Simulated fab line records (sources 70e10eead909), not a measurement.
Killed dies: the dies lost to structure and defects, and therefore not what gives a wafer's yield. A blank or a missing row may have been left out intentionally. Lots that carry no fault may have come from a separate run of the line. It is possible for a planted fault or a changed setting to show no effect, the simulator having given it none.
Which of the tools did it? -- flow nand-harc -- 11 lots with 33 wafers sampled at 6 steps, on a route of 1302 steps

== WHAT THE GAUGES SHOWED, per wafer ==
NHARC_A_CHANNEL_HOLE_D2_CD_MEAS_10: target cd 100 nm.
lot,measured,on,cd-nm (nm)
L424,day 14 04:52,cd-sem-03,100.2 99.4 100.3
L427,day 15 00:07,cd-sem-02,98.4 98.3 98.0
L428,day 15 12:52,cd-sem-03,98.1 98.1 98.1
L436,day 18 01:28,cd-sem-03,100.0 100.3 100.4
L437,day 18 21:08,cd-sem-02,99.1 99.9 99.5
L438,day 18 21:20,cd-sem-01,99.8 99.9 99.5
L440,day 20 05:17,cd-sem-02,100.1 99.9 99.7
L442,day 21 10:52,cd-sem-02,99.7 99.9 100.6
L444,day 21 21:31,cd-sem-03,100.4 101.0 101.0
L445,day 22 05:10,cd-sem-01,98.9 100.0 100.2
L446,day 22 06:53,cd-sem-01,100.2 99.8 100.6

NHARC_END_SORT_01.
lot,measured,on,killed-at-array,killed-at-other,killed-at-periphery,killed-dies,killed-open,killed-short
L427,day 25 21:37,prober-02,29 26 22,1 0 1,2 2 1,32 28 24,7 2 1,2 1 1
L436,day 29 22:28,prober-01,59 65 70,0 0 0,3 3 0,62 68 70,2 5 0,0 1 2
L437,day 30 06:14,prober-01,67 78 66,0 0 0,6 5 9,73 83 75,9 3 5,2 2 4
L438,day 30 14:04,prober-01,24 21 23,0 0 0,4 2 2,28 23 25,4 3 4,2 2 0

== WHAT TOOL EACH LOT RAN ON (gives the tool, then ch and the chambers of the sampled wafers, and finally the start) ==
lot,NHARC_A_CHANNEL_HOLE_D2_PEB_08,NHARC_A_CHANNEL_HOLE_D2_ETCH_19,NHARC_A_CHANNEL_HOLE_D2_ETCH_20,NHARC_A_CHANNEL_HOLE_D2_ETCH_21
L424,"litho-track-04 ch 0, day 14 04:47","har-etch-01 ch 0,1, day 14 06:14","har-etch-01 ch 0,1, day 14 06:21","har-etch-01 ch 0,1, day 14 06:40"
L427,"litho-track-04 ch 0, day 15 00:02","har-etch-01 ch 0,1, day 15 01:29","har-etch-01 ch 0,1, day 15 01:35","har-etch-01 ch 0,1, day 15 01:54"
L428,"litho-track-04 ch 0, day 15 12:47","har-etch-01 ch 1, day 15 14:14","har-etch-01 ch 1, day 15 14:23","har-etch-01 ch 1, day 15 14:43"
L436,"litho-track-01 ch 0, day 18 01:23","har-etch-01 ch 0,1, day 18 02:52","har-etch-01 ch 0,1, day 18 03:00","har-etch-01 ch 0,1, day 18 03:20"
L437,"litho-track-06 ch 0, day 18 21:04","har-etch-01 ch 0,1, day 18 22:56","har-etch-01 ch 0,1, day 18 23:03","har-etch-01 ch 0,1, day 18 23:22"
L438,"litho-track-04 ch 0, day 18 21:14","har-etch-02 ch 0,1, day 18 23:50","har-etch-02 ch 0,1, day 18 23:59","har-etch-02 ch 0,1, day 19 00:19"
L440,"litho-track-04 ch 0, day 20 05:12","har-etch-02 ch 0,1, day 20 07:42","har-etch-02 ch 0,1, day 20 07:50","har-etch-02 ch 0,1, day 20 08:11"
L442,"litho-track-01 ch 0, day 21 10:47","har-etch-01 ch 0,1, day 21 12:15","har-etch-01 ch 0,1, day 21 12:24","har-etch-01 ch 0,1, day 21 12:44"
L444,"litho-track-01 ch 0, day 21 21:26","har-etch-02 ch 0,1, day 21 23:35","har-etch-02 ch 0,1, day 21 23:46","har-etch-02 ch 0,1, day 22 00:07"
L445,"litho-track-06 ch 0, day 22 05:05","har-etch-01 ch 0,1, day 22 06:33","har-etch-01 ch 0,1, day 22 06:40","har-etch-01 ch 0,1, day 22 06:58"
L446,"litho-track-04 ch 0, day 22 06:47","har-etch-01 ch 1, day 22 14:51","har-etch-01 ch 1, day 22 14:59","har-etch-01 ch 1, day 22 15:20"
- NHARC_A_CHANNEL_HOLE_D2_PEB_08: peb time 65 s.
- NHARC_A_CHANNEL_HOLE_D2_ETCH_19: etches the open film in C4F8/O2/Ar, time 34.5 s.
- NHARC_A_CHANNEL_HOLE_D2_ETCH_20: etches the open film in C4F8/O2/Ar, time 361.9 s, target depth 1600 nm.
- NHARC_A_CHANNEL_HOLE_D2_ETCH_21: etches the open film in C4F8/O2/Ar, time 514.3 s, target depth 1600 nm.

== WHAT THE TOOLS THEMSELVES READ (means of the sampled wafers that have a number; where no wafer has one, the mark that the record gives instead) ==
NHARC_A_CHANNEL_HOLE_D2_PEB_08.
lot,tool,heater-power-total-W (W)
L424,litho-track-04,156.2
L427,litho-track-04,162.1
L428,litho-track-04,162.3
L436,litho-track-01,156.4
L437,litho-track-06,156.4
L438,litho-track-04,156.5
L440,litho-track-04,156.5
L442,litho-track-01,156.7
L444,litho-track-01,156.7
L445,litho-track-06,156.5
L446,litho-track-04,156.7

NHARC_A_CHANNEL_HOLE_D2_ETCH_19.
lot,tool,chamber-pressure-mTorr (mTorr),drypump-motor-current-A (A),showerhead-plenum-p-Torr (Torr),throttle-valve-pct (%)
L424,har-etch-01,15.006,5.79,3.57,37.038
L427,har-etch-01,15.009,5.78,3.56,37.037
L428,har-etch-01,15.001,5.64,3.58,37.043
L436,har-etch-01,15.005,5.89,3.51,37.037
L437,har-etch-01,15.012,5.93,3.50,37.035
L438,har-etch-02,15.005,5.79,3.96,37.036
L440,har-etch-02,15.001,5.80,3.95,37.034
L442,har-etch-01,14.998,5.91,3.48,37.050
L444,har-etch-02,15.025,5.80,3.94,37.045
L445,har-etch-01,15.007,5.91,3.48,37.035
L446,har-etch-01,15.013,5.64,3.52,37.039

NHARC_A_CHANNEL_HOLE_D2_ETCH_20.
lot,tool,chamber-pressure-mTorr (mTorr),drypump-motor-current-A (A),showerhead-plenum-p-Torr (Torr),throttle-valve-pct (%)
L424,har-etch-01,19.993,5.77,3.53,32.155
L427,har-etch-01,19.989,5.78,3.53,32.155
L428,har-etch-01,20.008,5.65,3.55,32.157
L436,har-etch-01,20.013,5.92,3.47,32.157
L437,har-etch-01,19.984,5.91,3.47,32.151
L438,har-etch-02,20.014,5.80,3.91,32.154
L440,har-etch-02,20.009,5.79,3.90,32.157
L442,har-etch-01,20.018,5.92,3.45,32.151
L444,har-etch-02,19.986,5.79,3.89,32.151
L445,har-etch-01,19.982,5.92,3.44,32.158
L446,har-etch-01,20.009,5.64,3.49,32.148

NHARC_A_CHANNEL_HOLE_D2_ETCH_21.
lot,tool,chamber-pressure-mTorr (mTorr),drypump-motor-current-A (A),showerhead-plenum-p-Torr (Torr),throttle-valve-pct (%)
L424,har-etch-01,20.000,5.76,3.54,32.160
L427,har-etch-01,20.011,5.78,3.53,32.154
L428,har-etch-01,19.991,5.64,3.55,32.158
L436,har-etch-01,19.993,5.93,3.47,32.154
L437,har-etch-01,20.018,5.92,3.47,32.153
L438,har-etch-02,19.999,5.79,3.91,32.152
L440,har-etch-02,20.004,5.79,3.90,32.143
L442,har-etch-01,19.980,5.92,3.45,32.153
L444,har-etch-02,19.996,5.80,3.89,32.153
L445,har-etch-01,19.999,5.91,3.44,32.153
L446,har-etch-01,19.990,5.63,3.49,32.148

== THE ANSWER, worked out from the rows above alone ==
Rule: the lots themselves supply what counts as usual. The widest of any qualifying gaps counts: lots, ordered by their means at a reading, are off when they make up no more than a third of the lots, leave a main group of 4 or more, and stand apart from it by 3 or more times the standard deviation of that group's means. If all means in a main group match to the digits the tables above print for the reading, that group is not used. Also off: a lot with no number at a reading for which 4 or more lots have one. All remaining lots with rows at the step are treated as sound. The gauges are gone through in route order, then the tools' own readings, and for those a lot's mean is taken as printed above. At the first step where some lot is off, the reading lying furthest off is the one used; lots without a number count as furthest.
Off at NHARC_A_CHANNEL_HOLE_D2_CD_MEAS_10 (cd-nm): L427, L428. For the main group the mean is 100.0 nm and the standard deviation 0.36.
A tool fits if, at a process step before that reading, it ran every lot that is off, and no sound lot after the first of them. Not tried: the gauges at NHARC_A_CHANNEL_HOLE_D2_CD_MEAS_10; whatever is off there is also off at NHARC_A_CHANNEL_HOLE_D2_PEB_08, on other tools, and gauge error can't account for it. None of those tried fits.

== WHAT THE SIMULATOR HAD INSERTED ==
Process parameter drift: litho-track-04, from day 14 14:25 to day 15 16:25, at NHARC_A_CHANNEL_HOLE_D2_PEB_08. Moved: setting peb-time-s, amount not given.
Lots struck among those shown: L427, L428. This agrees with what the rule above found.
